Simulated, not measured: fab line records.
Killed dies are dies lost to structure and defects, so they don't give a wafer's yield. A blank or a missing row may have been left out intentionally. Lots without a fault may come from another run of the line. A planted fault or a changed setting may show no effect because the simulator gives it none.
fab line records	flow n5_finfet
record: lots: 7	wafers: 21	last_day: 18
route steps=1938 shown BEOL_M15@1788
lots with no fault: from the same line, run without faults
start_h: start of the lot's first displayed wafer, in hours after the record's first day	wait_h: hours since the lot's step before	" identical to the entry in the row above	L1.1+2: one row covering several wafers at once	- no value present, or no start provided	* or withheld: withheld	< > ~ a bound
route shown NAME@n: a module of which the file shows steps, and the number in the route of the first	usual: average and standard deviation across the fault-free wafers	same: alike in all rows	chamber/n: place in a boat	sites: per-site readings	_std_site: the standard deviation of these	_edge_site: inner sites' mean taken away from outer sites' mean	radius_mm: how far each site lies from the wafer's centre	mask NAME#n: copy n	behind: the last tool/chamber to shape the wafer	hold: cause of the lot's hold/its duration in hours/its outcome	device: whichever transistor did not switch (one of n, p or np)	end of line: tests run on the same wafers once the route is complete	a step without rows: its recipe alone	killed: dies lost to structure and defects at the first sort, not the wafer's yield	map: a wafer's dies, x killed, . not, _ none there
set.NAME: the setting as run; set.NAME@STEP: as run at that earlier step	model.NAME: the simulator's own value behind a step, which no gauge read
lots at some steps of the route; a table a step, a row a wafer
services: a tool's chamber out of use, with start hour (start_h, from the record's first day; less than 0 if before it), hours out, and reason
== steps ==
step: N5_BEOL_M15_VIA_ETCH_16
recipe: chemistry: C4F8/O2/Ar	target: SiO2	he_inner_torr: 15	he_outer_torr: 30	target_depth_a: 17922	time_s: withheld	ion_energy_ev: 800	pressure_mtorr: 20	source_w: 1905	bias_w: 2040	Ar_flow_sccm: 400	C4F8_flow_sccm: 16	O2_flow_sccm: 12	ends: cleared
usual: drypump_motor_current_A: 5.6/0.45	oes_f_703_au: 0.76/0.079	oes_o_777_au: 0.77/0.084	oes_product_au: 0.69/0.077	rf_fwd_power_W: 1901/5.2	rf_vpp_V: 2223/44	showerhead_plenum_p_Torr: 3.45/0.09	throttle_valve_pct: 30.93/0.18
lot.wafer	tool	chamber	start_h	wait_h	drypump_motor_current_A	oes_f_703_au	oes_o_777_au	oes_product_au	rf_fwd_power_W	rf_vpp_V	showerhead_plenum_p_Torr	throttle_valve_pct
L559.1	rie_diel-04	0	259.67	0.0	6.2	0.72	0.74	0.64	1892	2259	3.42	31.07
L559.4	"	1	"	"	5.5	0.77	0.76	0.69	1901	2168	3.44	31.18
L559.6	"	3	"	"	5.0	0.96	1.01	0.89	1912	2172	3.39	30.89
L569.2	rie_diel-05	3	319.40	0.0	5.9	0.73	0.72	0.65	1901	2251	3.39	30.82
L569.3	"	2	"	"	5.2	0.69	0.71	0.63	1901	2166	3.40	30.83
L569.4	"	1	"	"	5.6	0.67	0.67	0.62	1899	2189	3.38	30.77
L570.1	rie_diel-03	3	321.11	0.0	5.6	0.72	0.72	0.67	1903	2291	3.55	31.23
L570.4	"	1	"	"	5.1	0.71	0.73	0.66	1903	2256	3.41	31.04
L570.6	"	0	"	"	5.5	0.79	0.81	0.73	1910	2206	3.33	30.98
L571.2	rie_diel-05	3	332.96	0.0	5.9	0.73	0.73	0.65	1901	2252	3.38	30.83
L571.3	"	1	"	"	5.6	0.67	0.67	0.61	1907	2188	3.38	30.76
L571.4	"	0	"	"	5.8	0.70	0.72	0.62	1906	2245	3.52	30.87
L576.3	rie_diel-05	1	354.67	0.0	5.6	0.67	0.67	0.60	1899	2190	3.37	30.77
L576.4	"	0	"	"	5.8	0.70	0.70	0.62	1894	2244	3.51	30.89
L576.6	"	3	"	"	5.8	0.72	0.72	0.64	1896	2251	3.38	30.83
L581.1	rie_diel-04	1	405.85	0.0	5.5	0.73	0.72	0.65	1906	2164	3.41	31.23
L581.4	"	3	"	"	5.0	0.87	0.90	0.79	1901	2169	3.37	30.92
L581.5	"	2	"	"	6.5	0.86	0.86	0.78	1894	2266	3.64	30.69
L582.2	rie_diel-04	2	419.87	0.0	6.5	0.84	0.86	0.76	1902	2265	3.64	30.66
L582.3	"	1	"	"	5.6	0.72	0.72	0.64	1892	2165	3.41	31.20
L582.4	"	3	"	"	5.0	0.86	0.88	0.77	1899	2169	3.37	30.93
step: N5_BEOL_M15_STRIP_63
recipe: chemistry: O2	power_w: 600	temp_c: 60	pressure_mtorr: 30	rf_frequency_hz: 6e+07	bias_power_w: 0	overash_fraction: 0.3	o2_flow_sccm: 225
usual: drypump_motor_current_A: 5.6/0.45	oes_product_au: 0.77/0.088	rf_vpp_V: 3.6/0.73	showerhead_plenum_p_Torr: 2.11/0.057	throttle_valve_pct: 16.79/0.27
lot.wafer	tool	chamber	start_h	wait_h	drypump_motor_current_A	oes_product_au	rf_hours_counter_h	rf_vpp_V	showerhead_plenum_p_Torr	throttle_valve_pct
L559.1	rie_diel-04	0	-	-	6.2	0.71	211	2.5	2.08	16.79
L559.4	"	1	"	"	5.5	0.75	-	2.3	2.10	17.01
L559.6	"	3	"	"	5.0	0.99	-	4.1	2.07	16.54
L569.2	rie_diel-05	3	-	-	5.8	0.72	205	4.7	2.08	16.86
L569.3	"	2	"	"	5.3	0.70	220	5.5	2.08	16.74
L569.4	"	1	"	"	5.6	0.70	224	4.9	2.08	16.91
L570.1	rie_diel-03	3	-	-	5.6	0.73	201	4.6	2.17	17.13
L570.4	"	1	"	"	5.1	0.74	-	3.5	2.11	16.94
L570.6	"	0	"	"	5.5	0.81	-	3.3	2.03	16.72
L571.2	rie_diel-05	3	-	-	5.9	0.71	209	3.0	2.07	16.83
L571.3	"	1	"	"	5.5	0.69	229	3.3	2.08	16.91
L571.4	"	0	"	"	5.8	0.69	235	3.1	2.18	17.02
L576.3	rie_diel-05	1	-	-	5.6	0.67	235	3.6	2.07	16.90
L576.4	"	0	"	"	5.8	0.68	241	3.5	2.18	17.05
L576.6	"	3	"	"	5.8	0.69	-	3.4	2.07	16.90
L581.1	rie_diel-04	1	-	-	5.6	0.72	187	3.9	2.09	17.09
L581.4	"	3	"	"	5.0	0.88	-	4.2	2.06	16.59
L581.5	"	2	"	"	6.5	0.86	-	3.4	2.22	16.29
L582.2	rie_diel-04	2	-	-	6.5	0.84	56	2.8	2.22	16.32
L582.3	"	1	"	"	5.5	0.71	193	3.0	2.08	17.14
L582.4	"	3	"	"	5.0	0.87	-	2.7	2.06	16.63
step: N5_BEOL_M15_STRIP_64
recipe: chemistry: O2	power_w: 600	temp_c: 60	pressure_mtorr: 30	rf_frequency_hz: 6e+07	bias_power_w: 0	overash_fraction: 0.3	o2_flow_sccm: 225
usual: drypump_motor_current_A: 5.6/0.44	oes_product_au: 0.77/0.087	rf_vpp_V: 3.6/0.5	showerhead_plenum_p_Torr: 2.11/0.057	throttle_valve_pct: 16.79/0.27
lot.wafer	tool	chamber	start_h	wait_h	drypump_motor_current_A	oes_product_au	rf_hours_counter_h	rf_vpp_V	showerhead_plenum_p_Torr	throttle_valve_pct
L559.1	rie_diel-04	0	-	-	6.2	0.71	211	3.4	2.08	16.78
L559.4	"	1	"	"	5.5	0.76	-	4.6	2.10	17.03
L559.6	"	3	"	"	5.0	0.99	-	3.5	2.07	16.54
L569.2	rie_diel-05	3	-	-	5.8	0.72	205	4.0	2.08	16.86
L569.3	"	2	"	"	5.3	0.70	220	3.8	2.08	16.74
L569.4	"	1	"	"	5.6	0.69	224	3.3	2.08	16.89
L570.1	rie_diel-03	3	-	-	5.6	0.74	201	3.0	2.17	17.11
L570.4	"	1	"	"	5.1	0.73	-	3.9	2.11	16.89
L570.6	"	0	"	"	5.4	0.81	-	3.7	2.03	16.72
L571.2	rie_diel-05	3	-	-	5.9	0.71	209	3.7	2.07	16.86
L571.3	"	1	"	"	5.5	0.69	229	3.4	2.07	16.88
L571.4	"	0	"	"	5.8	0.69	235	3.8	2.18	17.04
L576.3	rie_diel-05	1	-	-	5.6	0.69	235	2.8	2.07	16.92
L576.4	"	0	"	"	5.8	0.69	241	3.5	2.18	17.07
L576.6	"	3	"	"	5.8	0.70	-	3.1	2.07	16.87
L581.1	rie_diel-04	1	-	-	5.6	0.72	187	3.9	2.09	17.11
L581.4	"	3	"	"	5.0	0.87	-	3.8	2.06	16.61
L581.5	"	2	"	"	6.6	0.85	-	5.1	2.22	16.30
L582.2	rie_diel-04	2	-	-	6.5	0.85	56	3.7	2.22	16.31
L582.3	"	1	"	"	5.5	0.72	193	4.1	2.08	17.12
L582.4	"	3	"	"	4.9	0.89	-	3.1	2.06	16.63
step: N5_BEOL_M15_STRIP_65
recipe: chemistry: post_etch_residue_remover	time_s: 60	temp_c: 25	remover_ph: withheld	remover_water_wt_pct: withheld	remover_fluoride_wt_pct: withheld
step: N5_BEOL_M15_SRD_66
recipe: time_s: 30	temp_c: 23	rinse_liquid: diw	dry: n2_spin	spin_rpm: 1500	dry_time_s: 30
step: N5_BEOL_M15_CD_MEAS_17
recipe: target_cd_nm: 360	polarity: opening
usual: cd_nm: 361.8/2.4
lot.wafer	tool	chamber	start_h	wait_h	cd_nm
L559.1	cd_sem-01	-	260.09	0.0	365.0
L559.4	"	-	"	"	359.5
L559.6	"	-	"	"	362.3
L569.2	cd_sem-01	-	319.81	0.0	364.9
L569.3	"	-	"	"	362.9
L569.4	"	-	"	"	366.9
L570.1	cd_sem-02	-	321.52	0.0	358.5
L570.4	"	-	"	"	357.1
L570.6	"	-	"	"	363.5
L571.2	cd_sem-03	-	333.37	0.0	359.5
L571.3	"	-	"	"	364.8
L571.4	"	-	"	"	366.6
L576.3	cd_sem-01	-	355.09	0.0	360.3
L576.4	"	-	"	"	360.9
L576.6	"	-	"	"	358.7
L581.1	cd_sem-01	-	406.26	0.0	360.4
L581.4	"	-	"	"	361.2
L581.5	"	-	"	"	359.9
L582.2	cd_sem-03	-	420.29	0.0	363.8
L582.3	"	-	"	"	361.9
L582.4	"	-	"	"	365.5
step: N5_BEOL_M15_COAT_56
recipe: resist: SOC	temp_c: 250	time_s: 60	spin_rpm: 1500	resist_thk_nm: 550
step: N5_BEOL_M15_ETCH_57
recipe: chemistry: N2/H2	target: SOC	source_w: 3000	bias_w: 350	time_s: 750	ion_energy_ev: 200	pressure_mtorr: 30	n2_flow_sccm: 200	h2_flow_sccm: 200
usual: drypump_motor_current_A: 5.6/0.45	oes_product_au: 0.77/0.087	rf_fwd_power_W: 2997/9.1	rf_vpp_V: 524.1/2	showerhead_plenum_p_Torr: 2.55/0.069	throttle_valve_pct: 17.82/0.26
lot.wafer	tool	chamber	start_h	wait_h	drypump_motor_current_A	oes_product_au	rf_fwd_power_W	rf_hours_counter_h	rf_vpp_V	showerhead_plenum_p_Torr	throttle_valve_pct
L559.1	rie_diel-05	0	260.19	-	5.8	0.70	2991	211	525.2	2.61	17.84
L559.4	"	0	"	"	5.8	0.71	2985	-	525.2	2.61	17.86
L559.6	"	2	"	"	5.2	0.72	2996	-	523.7	2.51	17.68
L569.2	rie_diel-04	2	319.91	-	6.5	0.91	3000	18	529.5	2.72	17.51
L569.3	"	3	"	"	5.0	0.94	3004	13	522.4	2.47	17.43
L569.4	"	1	"	"	5.5	0.74	3005	158	524.8	2.53	18.10
L570.1	rie_diel-04	2	321.76	-	6.5	0.92	2997	19	527.3	2.71	17.49
L570.4	"	3	"	"	5.0	0.93	3007	14	523.4	2.47	17.43
L570.6	"	0	"	"	6.2	0.70	3005	-	523.8	2.52	18.02
L571.2	rie_diel-03	3	333.47	-	5.6	0.72	2978	205	525.8	2.62	18.08
L571.3	"	0	"	"	5.5	0.82	2997	103	520.1	2.46	17.84
L571.4	"	2	"	"	5.1	0.91	2999	33	525.6	2.58	17.34
L576.3	rie_diel-05	2	355.19	-	5.3	0.68	2993	231	523.1	2.50	17.75
L576.4	"	0	"	"	5.8	0.68	3006	241	526.4	2.60	17.93
L576.6	"	0	"	"	5.8	0.69	2996	-	527.0	2.60	17.90
L581.1	rie_diel-05	2	406.36	-	5.3	0.68	3007	244	521.3	2.50	17.77
L581.4	"	3	"	"	5.8	0.69	2995	229	524.3	2.52	18.15
L581.5	"	3	"	"	5.8	0.70	2997	-	523.9	2.52	18.15
L582.2	rie_diel-03	3	420.44	-	5.6	0.70	2991	234	526.3	2.61	18.12
L582.3	"	1	"	"	5.1	0.70	2994	219	522.8	2.50	17.85
L582.4	"	2	"	"	5.1	0.86	2984	62	526.2	2.57	17.40
step: N5_BEOL_M15_COAT_60
recipe: resist: BARC	temp_c: 205	time_s: 60	spin_rpm: 1500	resist_thk_nm: 89
step: N5_BEOL_M15_COAT_22
recipe: spin_rpm: 1704	resist_thk_nm: 800
step: N5_BEOL_M15_EBR_24
recipe: solvent: PGMEA	ebr_width_mm: 1.5
step: N5_BEOL_M15_SOFTBAKE_23
recipe: temp_c: 130	time_s: 60
step: N5_BEOL_M15_EXPOSE_25
recipe: mask_id: M15	na: 0.8	source_shape: annular	sigma_inner: 0.5	sigma_outer: 0.8	polarization: unpolarized	target_cd_nm: 400	dose_mj: 35.5
usual: exposure_dose_mJ_cm2: 35.46/0.036	focus_offset_nm: 0.0/0.56
lot.wafer	tool	chamber	start_h	wait_h	mask	exposure_dose_mJ_cm2	focus_offset_nm
L559.1	krf_scanner-02	0	260.79	-	M15#0	35.50	-0.4
L559.4	"	0	"	"	M15#0	35.44	0.6
L559.6	"	0	"	"	M15#0	35.47	1.5
L569.2	krf_scanner-01	-	320.52	-	M15#0	-	-
L569.3	"	-	"	"	M15#0	-	-
L569.4	"	-	"	"	M15#0	-	-
L570.1	krf_scanner-01	-	322.36	-	M15#0	-	-
L570.4	"	-	"	"	M15#0	-	-
L570.6	"	-	"	"	M15#0	-	-
L571.2	krf_scanner-02	-	334.20	-	M15#0	-	-
L571.3	"	-	"	"	M15#0	-	-
L571.4	"	-	"	"	M15#0	-	-
L576.3	krf_scanner-02	0	355.80	-	M15#0	35.40	-0.2
L576.4	"	0	"	"	M15#0	35.43	-0.2
L576.6	"	0	"	"	M15#0	35.44	-0.1
L581.1	krf_scanner-01	0	407.09	-	M15#0	35.50	1.0
L581.4	"	0	"	"	M15#0	35.45	0.3
L581.5	"	0	"	"	M15#0	35.47	0.5
L582.2	krf_scanner-01	0	421.04	-	M15#0	35.43	-0.8
L582.3	"	0	"	"	M15#0	35.45	-0.6
L582.4	"	0	"	"	M15#0	35.45	-0.3
step: N5_BEOL_M15_PEB_26
recipe: peb_temp_c: 130	peb_time_s: 90
== services ==
tool	chamber	start_h	hours	kind
rie_diel-03	1	238.76	4.5	repair
krf_scanner-01	-	243.01	1.3	repair
rie_diel-04	2	254.91	-	clean
krf_scanner-02	-	259.11	0.8	pm
krf_scanner-01	-	259.68	0.8	repair
rie_diel-04	3	285.00	27.2	repair
krf_scanner-02	-	308.54	1.3	pm
rie_diel-04	0	322.48	6.7	repair
rie_diel-04	-	351.21	1.5	repair
krf_scanner-01	-	361.51	1.0	pm
rie_diel-05	1	366.16	8.4	repair
krf_scanner-02	-	367.03	1.0	pm
rie_diel-05	-	374.16	14.6	pm
rie_diel-04	3	378.16	8.3	repair
krf_scanner-01	-	379.92	1.3	pm
krf_scanner-02	-	382.00	2.3	repair
krf_scanner-01	-	384.26	0.8	pm
rie_diel-05	0	389.04	11.5	repair
rie_diel-03	1	396.85	17.9	repair
krf_scanner-01	-	408.29	0.6	repair
rie_diel-05	0	411.60	-	clean
rie_diel-05	0	411.60	-	consumable_replace:focus_ring
rie_diel-05	0	411.60	23.8	scheduled_down
rie_diel-05	0	411.60	23.8	vent_cycle
== key ==
first_sign: step: N5_BEOL_M15_EXPOSE_25	reading: tool_record	direction: missing
effect none on later readings
met_at N5_BEOL_M15_EXPOSE_25
struck_wafers L569.2,L569.3,L569.4,L570.1,L570.4,L570.6,L571.2,L571.3,L571.4
later_rows_left_out L569.2,L569.3,L569.4,L570.1,L570.4,L570.6,L571.2,L571.3,L571.4
sort_left_out L569.2,L569.3,L569.4,L570.1,L570.4,L570.6,L571.2,L571.3,L571.4
onset_between 260.79 320.52
fault: kind: skipped_step_whole	tool: krf_scanner-01,krf_scanner-02	chamber: -	onset_h: 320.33	steps: N5_BEOL_M15_EXPOSE_25	scope: struck_lots_only
sort_left_out: the simulated sort isn't trusted on such a fault, so these wafers' sort isn't shown, and their yield isn't known
later_rows_left_out: the simulator's readings of these wafers behind a module that went badly wrong aren't trusted and aren't shown, but for the sort
